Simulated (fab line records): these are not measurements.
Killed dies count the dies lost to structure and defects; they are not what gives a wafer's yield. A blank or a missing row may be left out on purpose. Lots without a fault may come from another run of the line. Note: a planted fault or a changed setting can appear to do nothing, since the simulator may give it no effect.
Split-lot trial + flow n5-finfet + route with 1938 steps; 7 lots, 21 wafers read

== ON THE SPLIT ==
At N5_BEOL_M13_ILD_DEP_00 (deposits SiOC from DEMS/O2, target thk 837.92 nm, time 166.4 s), the setting time-s was moved away from the recipe's 166.4 s on 8 of the 21 wafers read, by -8.5% to +13.5%. This setting was run at the recipe's value on the other wafers.

No step appears in the file between the split and the reading.

== THE READING ==
M13_ILD_THK, in nm, at N5_BEOL_M13_THK_MEAS_01. Typical for fault-free wafers on this fab line: 841 nm, with standard deviation 9.8 nm.

| wafer  | tool, chamber at the split | time-s as run, s | against the recipe | M13_ILD_THK, nm | against lot-mates on the recipe |
|--------|----------------------------|------------------|--------------------|-----------------|---------------------------------|
| L074.1 | pecvd-01, 1                | 166.4            | recipe             | 831             | -                               |
| L074.3 | pecvd-01, 2                | 166.4            | recipe             | 837             | -                               |
| L074.5 | pecvd-01, 1                | 183.9            | +10.5%             | 926             | +92                             |
| L075.3 | pecvd-04, 1                | 166.4            | recipe             | 842             | -                               |
| L075.4 | pecvd-04, 2                | 166.4            | recipe             | 840             | -                               |
| L075.5 | pecvd-04, 0                | 153.9            | -7.5%              | 789             | -52                             |
| L082.2 | pecvd-04, 2                | 166.4            | recipe             | 821             | -                               |
| L082.3 | pecvd-04, 0                | 152.3            | -8.5%              | 766             | -61                             |
| L082.4 | pecvd-04, 1                | 166.4            | recipe             | 833             | -                               |
| L090.2 | pecvd-02, 1                | 188.9            | +13.5%             | 941             | +100                            |
| L090.3 | pecvd-02, 0                | 166.4            | recipe             | 840             | -                               |
| L090.4 | pecvd-02, 1                | 166.4            | recipe             | 842             | -                               |
| L087.1 | pecvd-04, 1                | 178.2            | +7.1%              | 873             | +30                             |
| L087.4 | pecvd-04, 2                | 178.2            | +7.1%              | 901             | +58                             |
| L087.5 | pecvd-04, 2                | 166.4            | recipe             | 843             | -                               |
| L094.3 | pecvd-01, 0                | 166.4            | recipe             | 838             | -                               |
| L094.4 | pecvd-01, 2                | 166.4            | recipe             | 856             | -                               |
| L094.5 | pecvd-01, 1                | 166.4            | recipe             | 856             | -                               |
| L097.1 | pecvd-01, 0                | 166.4            | recipe             | 840             | -                               |
| L097.2 | pecvd-01, 1                | 157.6            | -5.3%              | 801             | -39                             |
| L097.4 | pecvd-01, 1                | 157.6            | -5.3%              | 810             | -30                             |

FIT RESULTS
A straight line over all 21 wafers: M13_ILD_THK changes by +7.46 nm for each +1% of time-s; r = +0.97; the points scatter about the line by 9.7 nm.
The same after taking each lot's own level away (the mean of its wafers on the recipe; 21 wafers): +7.28 nm for each +1%; r = +0.98; scatter 7.7 nm.
Per that fit: largest time-s move, reading shift of 98 nm.
The span of the lots' own levels, 827.0 to 850.0 nm, comes to 2.3 times the standard deviation stated above.
The two slopes are in agreement: the lot-to-lot level therefore moves the slope only a little.
Check: for one of the wafers moved furthest among these (+13.5%), held out of the fit, the line's prediction against its lot-mates is +98.6 nm. Against them it came out at +100 nm.

== OTHER SPLITS APPLIED TO THESE WAFERS ==
Note: prior to the reading, these wafers also went through further splits. Each is held against what the fit with the lots' levels taken away leaves over:
| other split on the same wafers   | wafers away from the commonest value | r with M13_ILD_THK (lot level and that fit taken away) |
|----------------------------------|--------------------------------------|--------------------------------------------------------|
| N5_BEOL_M9_COAT_60 spin-rpm      | 4                                    | -0.07                                                  |
| N5_BEOL_M9_ETCH_65 bias-w        | 3                                    | -0.09                                                  |
| N5_BEOL_M9_TRENCH_ETCH_37 bias-w | 4                                    | +0.06                                                  |
| N5_BEOL_M11_COAT_64 spin-rpm     | 7                                    | +0.06                                                  |
| N5_BEOL_M11_COAT_22 spin-rpm     | 8                                    | +0.10                                                  |

== THE WHOLE CHAIN: every reading that the file lists as answering this split, in the file's order ==
| step                    | what it does                                                   | reading                                                                             | change (the file's fit)              | r (the file's) |
|-------------------------|----------------------------------------------------------------|-------------------------------------------------------------------------------------|--------------------------------------|----------------|
| N5_BEOL_M13_ILD_DEP_00  | deposits SiOC from DEMS/O2, target thk 837.92 nm, time 166.4 s | SiOC_of_BEOL_M13_ILD_DEP_00.thk-nm (the simulator's own value, which no gauge read) | +7.42 nm for each +1% of the setting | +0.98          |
| N5_BEOL_M13_THK_MEAS_01 |                                                                | M13_ILD_THK                                                                         | +7.43 for each +1% of the setting    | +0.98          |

== FILE'S OWN FIT ==
M13_ILD_THK changes by +7.43 nm for each +1% of time-s, r = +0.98.
